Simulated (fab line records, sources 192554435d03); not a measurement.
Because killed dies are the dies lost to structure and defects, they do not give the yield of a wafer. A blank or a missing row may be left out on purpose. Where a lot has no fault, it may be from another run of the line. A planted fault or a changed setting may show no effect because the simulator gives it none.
Split-lot experiment | flow n5_finfet | 21 wafers read across 7 lots, on a route 1938 steps long

## THE SPLIT
At N5_BEOL_M3_EXPOSE_08 (exposes mask M3), the setting dose_mj was moved away from the recipe's 33 on 5 of the 21 wafers read, by -6.2% to +3.2%. This setting was run at the recipe's value on the other wafers.

## FROM THE SPLIT TO THE READING: what the file shows between them, 2 steps
- N5_BEOL_M3_PEB_09: peb time 60 s
- N5_BEOL_M3_DEVELOP_10: develop time 30 s

## THE READING
At N5_BEOL_M3_CD_MEAS_11: cd_nm in nanometres, against a target cd of 17.05 nm. A value of 17.04 nm with a standard deviation of 0.26 nm is what fault-free wafers of this fab line usually give.

wafer  | tool, chamber at the split | dose_mj as run | against the recipe | cd_nm, nm | against lot-mates on the recipe
L075.1 | euv_scanner-01, 0          | 33             | recipe             | 17.02     | -
L075.5 | euv_scanner-01, 0          | 33             | recipe             | 17.40     | -
L075.6 | euv_scanner-01, 0          | 34.05          | +3.2%              | 17.54     | +0.33
L077.3 | euv_scanner-02, 0          | 33             | recipe             | 17.02     | -
L077.5 | euv_scanner-02, 0          | 33             | recipe             | 17.12     | -
L077.6 | euv_scanner-02, 0          | 33             | recipe             | 17.13     | -
L080.1 | euv_scanner-02, 0          | 33             | recipe             | 17.35     | -
L080.5 | euv_scanner-02, 0          | 33             | recipe             | 16.99     | -
L080.6 | euv_scanner-02, 0          | 33             | recipe             | 16.75     | -
L084.2 | euv_scanner-01, 0          | 33             | recipe             | 16.65     | -
L084.3 | euv_scanner-01, 0          | 33             | recipe             | 16.78     | -
L084.5 | euv_scanner-01, 0          | 33             | recipe             | 16.91     | -
L085.1 | euv_scanner-02, 0          | 33             | recipe             | 16.60     | -
L085.2 | euv_scanner-02, 0          | 33             | recipe             | 16.72     | -
L085.6 | euv_scanner-02, 0          | 30.97          | -6.2%              | 15.62     | -1.04
L089.3 | euv_scanner-01, 0          | 33.64          | +1.9%              | 17.43     | +0.30
L089.5 | euv_scanner-01, 0          | 33             | recipe             | 16.95     | -
L089.6 | euv_scanner-01, 0          | 33             | recipe             | 17.32     | -
L097.1 | euv_scanner-02, 0          | 31.52          | -4.5%              | 15.72     | -1.31
L097.2 | euv_scanner-02, 0          | 33             | recipe             | 17.03     | -
L097.6 | euv_scanner-02, 0          | 31.52          | -4.5%              | 15.84     | -1.19

THE FIT
A straight line over all 21 wafers: cd_nm changes by +0.235 nm for each +1% of dose_mj; r = +0.91; the points scatter about the line by 0.23 nm.
The same after taking each lot's own level away (the mean of its wafers on the recipe; 21 wafers): +0.205 nm for each +1%; r = +0.91; scatter 0.2 nm.
That fit puts the effect of the largest move of dose_mj on the reading at 1.3 nm.
The span of the lots' own levels, 16.660 to 17.210 nm, comes to 2.1 times the standard deviation stated above.
So the lot-to-lot level changes the slope: the two fits differ.
Check: for one of the wafers moved furthest among these (-6.2%), held out of the fit, the line's prediction against its lot-mates is -1.49 nm. It came out at -1.04 nm against them.

## OTHER SPLITS ON THESE WAFERS
These wafers also went through other splits before the reading. Each is held against what the fit with the lots' levels taken away leaves over:
other split on the same wafers | wafers away from the commonest value | r with cd_nm (lot level and that fit taken away)
N5_BEOL_M1_COAT_05 spin_rpm    | 2                                    | +0.10
N5_BEOL_M2_EXPOSE_25 dose_mj   | 7                                    | +0.09

## THE WHOLE CHAIN: every reading that the file lists as answering this split, in the file's order
step                  | what it does                                                      | reading                                                               | change (the file's fit)               | r (the file's)
N5_BEOL_M3_CD_MEAS_11 | target cd 17.05 nm                                                | cd_nm                                                                 | +0.19 nm for each +1% of the setting  | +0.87
N5_BEOL_M3_ETCH_74    | etches underlayer in N2/H2, target depth 6.5 nm, time 5.2 s       | BEOL_M3.cd_offset_nm (the simulator's own value, which no gauge read) | +0.196 nm for each +1% of the setting | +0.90
N5_BEOL_M3_HM_OPEN_17 | chemistry Cl2/BCl3, target TiN, target depth 20 nm, overetch 6 nm | BEOL_M3.cd_offset_nm (the simulator's own value, which no gauge read) | +0.262 nm for each +1% of the setting | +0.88

## FILE'S OWN FIT
cd_nm changes by +0.19 nm for each +1% of dose_mj, r = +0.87.
